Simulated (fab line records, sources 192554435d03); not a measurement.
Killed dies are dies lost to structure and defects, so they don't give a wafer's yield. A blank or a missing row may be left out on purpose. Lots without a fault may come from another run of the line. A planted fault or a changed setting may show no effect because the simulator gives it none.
fab line records | flow n5_finfet
record lots=6 wafers=18 last_day=19
route steps=1938 shown MIM_TOP_LITHO@1839 MIM_TOP_ETCH@1851 PASSIVATION@1936
lots that met no fault: from a run of the same line without faults
start_h: hours from the record's first day to the start of the lot's first wafer shown | wait_h: hours since the lot's step before | " the same as in the row above | L1.1+2: a row that stands for several wafers | - no value, or no start given | * or withheld: withheld | < > ~ a bound
route shown NAME@n: a module of which the file shows steps, and the number in the route of the first | usual: mean/standard deviation of fault-free wafers | same: alike in all rows | chamber/n: place in a boat | sites: the reading at each site | _std_site: their standard deviation | _edge_site: outer sites' mean less inner sites' | radius_mm: how far each site lies from the wafer's centre | mask NAME#n: copy n | behind: the tool/chamber that last shaped the wafer | hold: why the lot was held/for how many hours/how that ended | device: the transistor (n, p or np) that didn't switch | end of line: the same wafers' tests at the end of the route | a step without rows: its recipe alone | killed: dies lost to structure and defects at the first sort, not the wafer's yield | map: a wafer's dies, x killed, . not, _ none there
set.NAME: the setting as run; set.NAME@STEP: as run at that earlier step | model.NAME: the simulator's own value behind a step, which no gauge read
lots at some steps of the route; a table a step, a row a wafer
services: from which hour (start_h, from the record's first day; less than 0 if before it) a tool's chamber was out of use, for how many hours, and why
## steps
# step N5_MIM_TOP_LITHO_HMDS_01
# recipe time_s=60 temp_c=120
# step N5_MIM_TOP_LITHO_COAT_02
# recipe spin_rpm=* resist_thk_nm=*
# step N5_MIM_TOP_LITHO_EBR_04
# recipe solvent=PGMEA ebr_width_mm=1.5
# step N5_MIM_TOP_LITHO_SOFTBAKE_03
# recipe temp_c=100 time_s=90
# step N5_MIM_TOP_LITHO_EXPOSE_05
# recipe mask_id=MIM_TOP na=0.55 source_shape=conventional sigma_outer=0.8 polarization=unpolarized target_cd_nm=2000 dose_mj=20.5
# step N5_MIM_TOP_LITHO_PEB_06
# recipe peb_temp_c=withheld peb_time_s=*
# step N5_MIM_TOP_LITHO_DEVELOP_07
# recipe develop_time_s=60 rinse_liquid=diw dry=air_spin dev_temp_c=21
# step N5_MIM_TOP_LITHO_HARDBAKE_09
# recipe temp_c=130 time_s=120
# step N5_MIM_TOP_LITHO_CD_MEAS_08
# recipe target_cd_nm=2000 landing_energy_ev=500 detector=se_inlens
# usual cd_nm=2001.3/2
# columns lot.wafer tool chamber start_h wait_h cd_nm
L852.2 cd_sem-03 0 312.91 - 2003.5
L852.3 " 0 " " 2003.1
L852.6 " 0 " " 2001.8
L853.2 cd_sem-03 0 328.10 - 2000.9
L853.3 " 0 " " 2001.8
L853.6 " 0 " " 2001.6
L858.1 cd_sem-03 0 369.32 - 1997.6
L858.2 " 0 " " 1999.4
L858.5 " 0 " " 1997.4
L861.1 cd_sem-02 0 390.99 - 2002.3
L861.5 " 0 " " 2002.1
L861.6 " 0 " " 2001.8
L868.3 cd_sem-02 0 430.19 - 1999.6
L868.4 " 0 " " 2004.0
L868.5 " 0 " " 2000.9
L873.1 cd_sem-02 0 449.88 - 2001.3
L873.4 " 0 " " 1999.9
L873.5 " 0 " " 2002.8
# step N5_MIM_TOP_LITHO_OVL_MEAS_11
# recipe points_per_wafer=44
# usual MIM_TOP_OVL=2/5.4
# columns lot.wafer tool chamber start_h wait_h MIM_TOP_OVL[nm]
L852.2 overlay-02 0 312.94 0.0 -2
L852.3 " 0 " " 1
L852.6 " 0 " " 5
L853.2 overlay-02 0 328.13 0.0 6
L853.3 " 0 " " 4
L853.6 " 0 " " 6
L858.1 overlay-02 0 369.35 0.0 0
L858.2 " 0 " " -2
L858.5 " 0 " " 0
L861.1 overlay-01 0 391.02 0.0 0
L861.5 " 0 " " 2
L861.6 " 0 " " -7
L868.3 overlay-01 0 430.21 0.0 14
L868.4 " 0 " " 8
L868.5 " 0 " " 1
L873.1 overlay-02 0 449.91 0.0 -9
L873.4 " 0 " " 8
L873.5 " 0 " " -8
# step N5_MIM_TOP_LITHO_INSPECT_12
# recipe mode=adi inspect_instrument=macro
# usual raw_defect_count=2.2/1.6
# columns lot.wafer tool chamber start_h wait_h raw_defect_count
L852.2 defect_inspect-01 - 312.96 0.0 0
L852.3 " - " " 2
L852.6 " - " " 2
L853.2 defect_inspect-02 - 328.15 0.0 3
L853.3 " - " " 1
L853.6 " - " " 0
L858.1 defect_inspect-02 - 369.38 0.0 5
L858.2 " - " " 0
L858.5 " - " " 3
L861.1 defect_inspect-02 - 391.04 0.0 5
L861.5 " - " " 1
L861.6 " - " " 4
L868.3 defect_inspect-02 - 430.24 0.0 1
L868.4 " - " " 3
L868.5 " - " " 3
L873.1 defect_inspect-02 - 449.94 0.0 0
L873.4 " - " " 1
L873.5 " - " " 3
# step N5_MIM_TOP_LITHO_DESCUM_10
# recipe chemistry=O2 time_s=7.9 source_power_w=50 bias_power_w=20 pressure_mtorr=20 rf_frequency_hz=2.712e+07 temp_c=40 o2_flow_sccm=225
# usual drypump_motor_current_A=5.9/0.49 oes_product_au=0.82/0.087 rf_vpp_V=243.2/1.5 showerhead_plenum_p_Torr=2.10/0.086 throttle_valve_pct=20.4/0.33
# same time_s=7.9
# columns lot.wafer tool chamber start_h wait_h drypump_motor_current_A oes_product_au rf_hours_counter_h rf_vpp_V showerhead_plenum_p_Torr throttle_valve_pct
L852.2 rie_diel-04 1 313.08 0.1 6.4 0.83 60 243.8 2.12 20.1
L852.3 " 3 " " 5.2 0.88 25 247.3 2.23 20.0
L852.6 " 1 " " 6.4 0.84 - 245.1 2.12 20.1
L853.2 rie_diel-04 3 328.19 0.0 5.2 0.88 31 245.1 2.23 20.0
L853.3 " 2 " " 5.6 0.68 243 243.5 1.99 20.9
L853.6 " 0 " " 6.0 0.69 - 244.3 2.09 21.0
L858.1 rie_diel-01 3 369.59 0.2 6.0 0.83 107 242.4 2.03 20.1
L858.2 " 2 " " 6.6 0.71 219 241.1 2.00 21.0
L858.5 " 3 " " 5.9 0.83 - 242.6 2.03 20.1
L861.1 rie_diel-04 1 391.08 0.0 6.4 0.80 90 243.9 2.11 20.2
L861.5 " 3 " " 5.2 0.83 - 246.0 2.22 20.0
L861.6 " 2 " " 5.6 0.94 - 245.4 2.25 20.5
L868.3 rie_diel-03 0 430.27 0.0 5.6 0.87 56 244.8 2.23 20.3
L868.4 " 2 " " 5.3 0.69 217 240.9 1.99 20.2
L868.5 " 2 " " 5.3 0.69 - 242.5 1.99 20.2
L873.1 rie_diel-01 0 450.08 0.1 6.4 0.91 33 244.0 2.12 20.4
L873.4 " 2 " " 6.6 0.70 248 242.4 1.99 21.1
L873.5 " 1 " " 5.8 0.79 - 241.9 2.01 20.6
# step N5_MIM_TOP_ETCH_ETCH_00
# recipe chemistry=Cl2/BCl3 target=TiN target_depth_a=385 ion_energy_ev=150 pressure_mtorr=10 icp_w=1000 bias_w=126 Cl2_flow_sccm=53.25 bcl3_flow_sccm=21.75 Ar_flow_sccm=25
# usual bias_w=126.1/0.38 drypump_motor_current_A=5.4/0.39 oes_product_au=0.80/0.051 throttle_valve_pct=22.63/0.26
# columns lot.wafer tool chamber start_h wait_h bias_w drypump_motor_current_A oes_product_au rf_hours_counter_h throttle_valve_pct model.etch.depth_nm model.MIM_TOP_ETCH.feature_depth_nm
L852.2 rie_metal-03 0 313.16 0.1 126.0 5.0 0.84 25 22.53 39.95 40
L852.3 " 1 " " 125.7 5.4 0.77 - 22.80 39.13 39.2
L852.6 " 0 " " 126.4 5.0 0.85 - 22.54 40.02 40
L853.2 rie_metal-02 1 328.27 0.1 126.2 5.1 0.85 24 22.74 39.31 39.4
L853.3 " 1 " " 126.5 5.1 0.85 - 22.74 39.59 39.6
L853.6 " 1 " " 126.4 5.1 0.86 - 22.74 39.43 39.4
L858.1 rie_metal-02 1 369.67 0.1 92.8 5.1 0.78 28 22.75 34.99 35
L858.2 " 0 " " 125.7 5.9 0.73 46 22.25 36.42 36.4
L858.5 " 0 " " 125.7 5.9 0.74 - 22.26 36.5 36.4
L861.1 rie_metal-02 1 391.16 0.1 92.5 5.1 0.77 30 22.74 34.87 34.8
L861.5 " 1 " " 92.2 5.1 0.77 - 22.76 34.59 34.6
L861.6 " 0 " " 125.7 5.9 0.73 - 22.26 36.5 36.6
L868.3 rie_metal-03 1 430.40 0.1 126.1 5.4 0.75 - 22.82 39.48 39.4
L868.4 " 0 " " 125.6 5.1 0.81 - 22.57 40.09 40
L868.5 " 0 " " 125.1 5.0 0.81 - 22.55 39.7 39.8
L873.1 rie_metal-03 0 450.18 0.1 126.0 5.0 0.80 37 22.58 40.3 40.4
L873.4 " 0 " " 127.0 5.0 0.81 - 22.56 40.25 40.2
L873.5 " 1 " " 126.0 5.3 0.75 - 22.83 39.95 40
# step N5_MIM_TOP_ETCH_STRIP_01
# recipe chemistry=O2 power_w=600 temp_c=60 pressure_mtorr=30 rf_frequency_hz=6e+07 bias_power_w=0 overash_fraction=0.5 o2_flow_sccm=225
# usual drypump_motor_current_A=5.7/0.48 oes_product_au=0.81/0.09 rf_vpp_V=3.7/1.2 showerhead_plenum_p_Torr=2.08/0.086 throttle_valve_pct=16.7/0.35
# columns lot.wafer tool chamber start_h wait_h drypump_motor_current_A oes_product_au rf_hours_counter_h rf_vpp_V showerhead_plenum_p_Torr throttle_valve_pct
L852.2 rie_diel-05 1 313.30 0.1 5.6 0.99 9 2.9 2.15 16.3
L852.3 " 0 " " 5.7 0.88 37 5.0 2.04 16.5
L852.6 " 0 " " 5.8 0.91 - 3.8 2.04 16.5
L853.2 rie_diel-06 1 328.41 0.1 6.5 0.71 220 2.7 2.08 17.1
L853.3 " 2 " " 6.1 0.85 61 3.2 2.13 16.8
L853.6 " 1 " " 6.5 0.72 - 3.0 2.08 17.2
L858.1 rie_diel-05 3 369.90 0.2 5.1 0.98 8 2.8 2.07 16.2
L858.2 " 1 " " 5.6 0.93 28 3.9 2.14 16.4
L858.5 " 2 " " 6.0 0.69 - 3.1 2.16 17.2
L861.1 rie_diel-05 1 391.40 0.2 5.7 0.93 34 3.6 2.14 16.4
L861.5 " 3 " " 5.1 0.95 - 3.0 2.07 16.2
L861.6 " 0 " " 5.8 0.86 - 3.6 2.03 16.6
L868.3 rie_diel-05 1 430.50 0.1 5.6 0.90 46 1.9 2.13 16.4
L868.4 " 2 " " 6.0 0.70 218 1.5 2.15 17.2
L868.5 " 3 " " 5.1 0.95 - 2.3 2.07 16.2
L873.1 rie_diel-06 2 450.32 0.1 6.1 0.82 101 5.1 2.11 16.9
L873.4 " 2 " " 6.1 0.80 - 2.3 2.11 16.9
L873.5 " 3 " " 6.0 0.91 - 3.4 2.22 16.6
# step N5_PASSIVATION_PROBE_49
# usual defect_limited_yield=91.5/1.4 killed_at_M0_to_M3=34/11 killed_at_M4_up=15/6 killed_at_contacts=11/5.9 killed_at_front_end=37/11 killed_at_other=3.6/2.9 killed_dies=101/17 killed_on_rim=13/4 killed_open=66/12 killed_short=33/7.8 sort_bin_5_function=5.0/0.97 sort_bin_6_memory=3.2/0.65 sort_n_pass=1079/17 sort_yield_pct=91.4/1.4
# same gross_dies=1180 killed_at_back_side=0 sort_bin_4_leakage[%]=0 sort_bin_8_speed[%]=0
# columns lot.wafer tool chamber start_h wait_h defect_limited_yield[%] killed_at_M0_to_M3 killed_at_M4_up killed_at_contacts killed_at_front_end killed_at_other killed_dies killed_on_rim killed_open killed_short sort_bin_5_function[%] sort_bin_6_memory[%] sort_n_pass sort_yield_pct[%]
L852.2 prober-01 - 327.67 0.1 90.0 59 9 12 27 11 118 9 70 45 5.2 4.6 1062 90.0
L852.3 prober-01 - 327.72 0.1 93.7 16 11 10 32 5 74 13 46 25 3.5 2.5 1106 93.7
L852.6 prober-01 - 327.87 0.3 92.2 28 10 16 30 8 92 10 58 34 4.1 3.5 1088 92.2
L853.2 prober-01 - 337.92 0.1 91.4 32 7 14 47 1 101 11 76 24 4.7 3.6 1079 91.4
L853.3 prober-01 - 337.97 0.1 92.2 24 16 7 43 2 92 6 62 27 4.7 2.8 1088 92.2
L853.6 prober-01 - 338.12 0.3 91.5 26 7 7 58 2 100 10 60 38 4.3 3.6 1080 91.5
L858.1 prober-02 - 381.59 0.0 90.8 40 18 7 42 2 109 8 67 40 5.2 3.9 1071 90.8
L861.1 prober-02 - 401.80 0.0 90.7 27 20 9 45 9 110 18 70 34 5.5 3.3 1070 90.7
L861.5 prober-02 - 402.00 0.2 92.3 34 6 11 30 10 91 11 50 31 5.2 2.1 1089 92.3
L868.3 prober-01 - 441.02 0.1 89.1 46 33 7 38 5 129 15 83 46 5.6 4.9 1051 89.1
L868.4 prober-01 - 441.07 0.2 92.0 40 23 7 23 1 94 15 60 34 4.7 3.1 1086 92.0
L868.5 prober-01 - 441.12 0.2 92.5 34 9 11 30 5 89 17 62 26 4.7 2.8 1091 92.5
# killed by level:class
L852.2 BEOL_M0_SAQP:geometric_particle:short=18 BEOL_M0_SAQP:geometric_particle:open=16 BEOL_M1:geometric_particle:open=15 FIN_SAQP:geometric_particle:open=7 STI_FIN_REVEAL:geometric_particle:open=6 FIN_SAQP:geometric_particle:short=5 MOL_CONTACT_COAG:geometric_particle:short=5 MOL_CONTACT_COAG:geometric_particle:open=5
L852.3 STI_FIN_REVEAL:geometric_particle:open=9 STARTING-WAFER:geometric_particle:short=6 MOL_CONTACT_COAG:geometric_particle:open=6 BEOL_M1:geometric_particle:open=5 GATE_CUT:geometric_particle:short=4 BEOL_M2:geometric_particle:open=4 BEOL_M6:geometric_particle:open=4 MOL_CONTACT_COAG:geometric_particle:short=3
L852.6 MOL_CONTACT_COAG:geometric_particle:open=14 BEOL_M0_SAQP:geometric_particle:short=9 BEOL_M0_SAQP:geometric_particle:open=9 DUMMY_GATE:geometric_particle:open=8 GATE_CUT:geometric_particle:short=7 FIN_SAQP:geometric_particle:short=6 BEOL_M4:geometric_particle:open=5 BEOL_M1:geometric_particle:open=3
L853.2 STI_FIN_REVEAL:geometric_particle:open=12 MOL_CONTACT_COAG:geometric_particle:open=12 BEOL_M0_SAQP:geometric_particle:open=7 BEOL_M0_SAQP:geometric_particle:short=7 BEOL_M1:geometric_particle:open=7 DUMMY_GATE:geometric_particle:open=5 ILD0:geometric_particle:open=5 GATE_CUT:geometric_particle:open=5
L853.3 BEOL_M2:geometric_particle:open=10 FIN_SAQP:geometric_particle:short=9 DUMMY_GATE:geometric_particle:open=9 STI_FIN_REVEAL:geometric_particle:open=8 FIN_SAQP:geometric_particle:open=6 BEOL_M0_SAQP:geometric_particle:short=6 BEOL_M4:geometric_particle:open=5 BEOL_M6:geometric_particle:open=5
L853.6 STI_FIN_REVEAL:geometric_particle:open=13 FIN_SAQP:geometric_particle:short=7 DUMMY_GATE:geometric_particle:open=6 GATE_CUT:geometric_particle:short=6 MOL_CONTACT_COAG:geometric_particle:open=6 BEOL_M0_SAQP:geometric_particle:short=5 GATE_CUT:geometric_particle:open=5 BEOL_M0_SAQP:geometric_particle:open=5
L858.1 STI_FIN_REVEAL:geometric_particle:open=11 BEOL_M3:geometric_particle:open=10 BEOL_M0_SAQP:geometric_particle:open=9 BEOL_M4:geometric_particle:open=9 BEOL_M1:geometric_particle:open=8 FIN_SAQP:geometric_particle:short=5 GATE_CUT:geometric_particle:short=5 MOL_CONTACT_COAG:geometric_particle:open=5
L861.1 FIN_SAQP:geometric_particle:open=11 BEOL_M4:geometric_particle:open=11 BEOL_M0_SAQP:geometric_particle:short=9 FIN_SAQP:geometric_particle:short=8 MOL_CONTACT_COAG:geometric_particle:open=8 GATE_CUT:geometric_particle:open=6 BEOL_M3:geometric_particle:open=6 BEOL_M0_SAQP:geometric_particle:open=5
L861.5 BEOL_M0_SAQP:geometric_particle:short=10 MOL_CONTACT_COAG:geometric_particle:open=9 FIN_SAQP:geometric_particle:open=7 BEOL_M0_SAQP:geometric_particle:open=6 MIM_TOP_ETCH:area_etch=6 BEOL_M2:geometric_particle:open=5 STI_FIN_REVEAL:geometric_particle:open=4 GATE_CUT:geometric_particle:short=4
L868.3 BEOL_M0_SAQP:geometric_particle:short=21 BEOL_M0_SAQP:geometric_particle:open=17 STI_FIN_REVEAL:geometric_particle:open=14 BEOL_M4:geometric_particle:open=13 BEOL_M4:geometric_particle:short=12 FIN_SAQP:geometric_particle:open=7 MOL_CONTACT_COAG:geometric_particle:open=7 FIN_SAQP:geometric_particle:short=6
L868.4 FIN_SAQP:geometric_particle:short=9 BEOL_M3:geometric_particle:open=9 BEOL_M4:geometric_particle:open=8 BEOL_M0_SAQP:geometric_particle:open=8 BEOL_M5:geometric_particle:open=8 BEOL_M1:geometric_particle:short=7 MOL_CONTACT_COAG:geometric_particle:open=6 BEOL_M0_SAQP:geometric_particle:short=6
L868.5 FIN_SAQP:geometric_particle:open=13 BEOL_M2:geometric_particle:open=10 MOL_CONTACT_COAG:geometric_particle:open=8 BEOL_M0_SAQP:geometric_particle:open=8 BEOL_M0_SAQP:geometric_particle:short=7 BEOL_M3:geometric_particle:open=5 STI_FIN_REVEAL:geometric_particle:open=4 GATE_CUT:geometric_particle:open=4
## services
# columns tool chamber start_h hours kind
rie_diel-04 2 296.24 7.2 repair
rie_diel-06 - 299.45 1.1 repair
rie_diel-05 2 308.01 10.4 repair
rie_diel-05 3 329.66 - clean
rie_diel-05 3 329.66 - consumable_replace:focus_ring
rie_diel-01 0 335.79 - clean
rie_diel-01 0 335.79 - consumable_replace:focus_ring
rie_diel-01 0 335.79 19.3 scheduled_down
rie_diel-01 0 335.79 19.3 vent_cycle
rie_diel-03 0 346.69 3.6 repair
rie_diel-04 2 349.27 - clean
rie_diel-04 2 349.27 - consumable_replace:focus_ring
rie_diel-04 2 349.27 - consumable_replace:showerhead
rie_diel-04 2 349.27 16.0 scheduled_down
rie_diel-04 2 349.27 16.0 vent_cycle
rie_diel-06 3 352.48 - clean
rie_diel-06 1 354.73 9.2 repair
rie_diel-03 3 355.22 1.7 repair
rie_diel-03 0 357.58 3.6 repair
rie_diel-04 0 357.66 5.9 repair
rie_diel-03 - 374.21 0.7 repair
rie_metal-02 - 393.96 1.2 repair
rie_metal-02 - 409.72 1.9 repair
rie_diel-01 - 443.95 0.1 repair
## key
first_sign step=N5_MIM_TOP_ETCH_ETCH_00 reading=bias_w direction=down sigmas=89 usual=* struck=*
effect none on later readings
model_effect step=N5_MIM_TOP_ETCH_ETCH_00 value=etch.depth_nm without=38.82 struck=34.82
met_at N5_MIM_TOP_ETCH_ETCH_00
struck_wafers L858.1,L861.1,L861.5
onset_between 328.27 369.67
fault kind=process_parameter_drift tool=rie_metal-02 chamber=1 onset_h=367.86 steps=N5_MIM_TOP_ETCH_ETCH_00 channel=bias_w offset=* shape=step end_h=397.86 acts_in=* stated=*
